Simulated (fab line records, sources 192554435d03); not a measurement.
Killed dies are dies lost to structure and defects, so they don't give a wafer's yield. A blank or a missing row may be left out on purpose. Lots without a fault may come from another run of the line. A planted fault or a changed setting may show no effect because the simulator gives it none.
Chamber matching | flow n5_finfet | N5_SDB_ALD_29 on ald_sin-02: 4 sister chambers
The step deposits SiNx, target thk 30 nm, pulse time 1 s, ald cycles 600. 8 wafers are shown with their chamber, then 10 later ones without.

WAFERS WITH THEIR CHAMBER
wafer  | chamber | heater_power_w (W) | precursor_pulse_height_rel
L085.3 | 2       | 767                | 1.000
L085.4 | 3       | 816                | 1.027
L085.5 | 2       | 781                | 0.968
L085.6 | 1       | 865                | 1.018
L088.2 | 3       | 834                | 0.993
L088.6 | 0       | 846                | 0.966
L091.1 | 0       | 855                | 0.975
L091.2 | 1       | 857                | 0.979

WAFERS WITHOUT THEIR CHAMBER
wafer  | heater_power_w (W) | precursor_pulse_height_rel
L091.3 | 832                | 0.998
L091.4 | 761                | 0.992
L091.5 | 854                | 0.976
L091.6 | 867                | 0.991
L094.1 | 873                | 0.966
L094.5 | 757                | 0.989
L094.6 | 868                | 0.980
L097.1 | 764                | 1.042
L097.2 | 842                | 0.981
L097.4 | 838                | 1.018

WHICH CHAMBER EACH WENT THROUGH
wafer  | from the rows above          | in truth
L091.3 | can't be placed: 3 or 0      | 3
L091.4 | 2                            | 2
L091.5 | can't be placed: 0 or 1      | 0
L091.6 | can't be placed: 1 or 0      | 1
L094.1 | can't be placed: 1 or 0      | 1
L094.5 | 2                            | 2
L094.6 | can't be placed: 1 or 0      | 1
L097.1 | 2                            | 2
L097.2 | can't be placed: 0 or 1 or 3 | 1
L097.4 | can't be placed: 3 or 0 or 1 | 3
Placed correctly: 3 of 10. Can't be placed from these rows: 7 (the true chamber is among the candidates in 7). Placed wrongly: 0.
How it was worked out, from the rows above alone: a wafer's distance from a chamber is the root of the sum, over the readings, of the square of ((its reading less the chamber's mean) divided by the reading's scatter). The wafer belongs to the nearest chamber; if the next one is less than 2 further off, it can't be placed. A chamber's mean is the mean of its shown wafers. The scatter: the root of (the sum of the squares of (reading less its chamber's mean) over the shown wafers, divided by (wafers less chambers)).
